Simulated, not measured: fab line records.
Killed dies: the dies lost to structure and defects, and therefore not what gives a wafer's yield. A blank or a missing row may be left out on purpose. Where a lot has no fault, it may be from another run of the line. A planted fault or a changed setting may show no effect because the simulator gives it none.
What tool caused it? | flow nandHarc | 8 lots, 24 wafers sampled, at 4 steps of a route of 1302

WHAT THE GAUGES READ, wafer by wafer
NHARC_END_WLT_00.
lot  | measured     | on        | VT_DECK1_TOP_INNER
L986 | day 25 00:40 | prober-01 | 0.897 0.888 0.893
L987 | day 25 01:11 | prober-02 | 0.900 0.902 0.900
L988 | day 25 09:28 | prober-01 | 0.890 0.897 0.893
L992 | day 27 14:17 | prober-02 | 0.923 0.927 0.922
L997 | day 28 19:02 | prober-01 | 0.932 0.914 0.917
L101 | day 30 17:41 | prober-02 | 0.890 0.892 0.898
L102 | day 30 17:40 | prober-01 | 0.888 0.887 0.886
L107 | day 33 03:10 | prober-02 | 0.903 0.898 0.899

WHAT TOOL EACH LOT RAN ON (gives the tool, then ch and the chambers of the sampled wafers, and finally the start)
lot  | NHARC_P_GATE_PRECLEAN_70           | NHARC_A_BONDPAD_DEGAS_25    | NHARC_HYBRID_BOND_ACTIVATE_00
L986 | wetBench-09 ch 1,4,6, day 3 23:35  | pvdSputter-02, day 23 20:22 | rieDiel-05 ch 0,2, day 23 22:02
L987 | wetBench-09 ch 3,6,7, day 4 12:38  | pvdSputter-03, day 23 21:10 | rieDiel-05 ch 2,3, day 23 22:51
L988 | wetBench-07 ch 1,5,6, day 5 00:31  | pvdSputter-02, day 23 23:06 | rieDiel-05 ch 0,2,3, day 24 00:48
L992 | wetBench-07 ch 0,4,5, day 6 19:12  | pvdSputter-02, day 26 08:46 | rieDiel-05 ch 0,2,3, day 26 10:29
L997 | wetBench-07 ch 1,2,7, day 8 16:21  | pvdSputter-03, day 27 16:43 | rieDiel-05 ch 1,3, day 27 18:25
L101 | wetBench-04 ch 2,3,5, day 10 03:02 | pvdSputter-03, day 29 12:11 | rieDiel-08 ch 0,1,2, day 29 13:53
L102 | wetBench-09 ch 0,6,7, day 10 14:02 | pvdSputter-01, day 29 15:43 | rieDiel-05 ch 0,1, day 29 17:26
L107 | wetBench-04 ch 2,4,5, day 12 17:28 | pvdSputter-02, day 31 18:18 | rieDiel-05 ch 0,3, day 31 20:01
- NHARC_P_GATE_PRECLEAN_70: cleans in SC1.
- NHARC_A_BONDPAD_DEGAS_25: time 60 s.
- NHARC_HYBRID_BOND_ACTIVATE_00: chemistry N2, time 60 s.

THE ANSWER, worked out from the rows above alone
Rule: the lots themselves supply what counts as usual. The widest of any qualifying gaps counts: lots, ordered by their means at a reading, are off when they make up no more than a third of the lots, leave a main group of 4 or more, and stand apart from it by 3 or more times the standard deviation of that group's means. A main group is skipped when, at the precision printed for the reading in the tables above, its means are all equal. A lot without any number at a reading at which 4 lots or more have one is off too. All remaining lots with rows at the step are treated as sound.
Off: L992, L997, seen at NHARC_END_WLT_00 (VT_DECK1_TOP_INNER). Main group: mean 0.895, sd 0.0047.
If a tool, at a process step before that reading, ran all the lots that are off and no sound lot after the first of them, it fits. The gauges at NHARC_END_WLT_00 are tried like those tools. One candidate fits, namely wetBench-07 at NHARC_P_GATE_PRECLEAN_70. Its last sound lot is L988 (day 5 00:31), its first lot that is off L992 (day 6 19:12): a fault that began between those two fits.

WHAT HAD BEEN PUT IN BY THE SIMULATOR
Metallic contamination source: wetBench-07, from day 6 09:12 on, at NHARC_P_GATE_PRECLEAN_70. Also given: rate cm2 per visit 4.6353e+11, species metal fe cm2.
Struck lots among those shown: L992, L997. Same finding as the rule above.
